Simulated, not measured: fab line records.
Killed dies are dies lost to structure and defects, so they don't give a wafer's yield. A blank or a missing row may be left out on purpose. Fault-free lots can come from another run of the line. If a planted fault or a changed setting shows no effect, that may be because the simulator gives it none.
8D (eight disciplines) problem report, filled in by code -- flow n5Finfet -- the parts of the form that need people (team, actions taken, sign-off) are left out

== 1. WHAT IS WRONG ==
headPressurePsi at N5_BEOL_M12_CMP_49 reads a mean of 1.0506 psi on 6 wafers of 2 lots; wafers without a fault read 1.0000 psi with a standard deviation of 0.0021. Measured from the usual mean, that is +24 standard deviations.
The step: polishes, stops on SiOC, t overpolish 20.6 s, target thk 320 nm.
First seen on wafer L181.3, day 13 01:41, on cmp-02. The record has a number at this step for 36 wafers belonging to 12 lots. Rule for "out", or "out of limits": more than 4 standard deviations from the usual mean. Any other wafer with a number is counted as sound.

== 2. WHAT THIS IS AND IS NOT ==
question,is,is not
which readings at this step,headPressurePsi,"edgeZonePressureFrac, motorCurrentA, overpolishRunS"
which lots,"L181, L185","L175, L177, L178, L179, L180, L182, L194, L195, L196, L198"
which wafers of those lots,all that have a number,-
read on which tools,cmp-02,"cmp-01, cmp-04"
when,from day 13 01:41,"up to then (18 sound wafers); but 12 sound wafers of L194, L195, L196, L198 came after"

== 3. WHAT RULES OUT EACH SUSPECT ==
Counting: any tool at a process step up to the reading is kept as a suspect provided that every lot that is out went through it and no sound lot did after the first of them.
- cmp-02 at N5_BEOL_M12_CMP_49 (polishes, stops on SiOC, t overpolish 20.6 s, target thk 320 nm): ruled out as a lasting fault. Following L181 (day 13 01:41), the first lot on it that is out, the sound lots L195 were run on it.
Left after counting: nothing in the record.

== 4. THE CAUSE (what the simulator had put in) ==
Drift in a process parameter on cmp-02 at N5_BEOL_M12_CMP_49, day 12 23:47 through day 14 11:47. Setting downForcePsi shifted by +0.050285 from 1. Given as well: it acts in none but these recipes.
Counting ruled it out, wrongly.

== 5. SEQUENCE OF EFFECTS, ordered by route ==
One row per reading whose mean, taken over the struck wafers that have a number, lies over 3 standard deviations from the usual. Readings are gone through only where the record gives a usual standard deviation; hours: the median, over the lots, of the time from a lot's start at the first step in this table giving one to that lot's start at this step; sigmas: the change measured in usual standard deviations.
hours,step,reading,usual,on struck wafers,change,sigmas
0,N5_BEOL_M12_CMP_49,headPressurePsi,1.0000 psi,1.0506,+0.0506,+24
It contains these process steps:
- N5_BEOL_M12_CMP_49: polishes, stops on SiOC, t overpolish 20.6 s, target thk 320 nm.

== 6. HOW IT WOULD HAVE BEEN CAUGHT EARLIER ==
In this record the first reading out of limits was taken at day 13 01:41, 2 hours after the fault began at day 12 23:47.
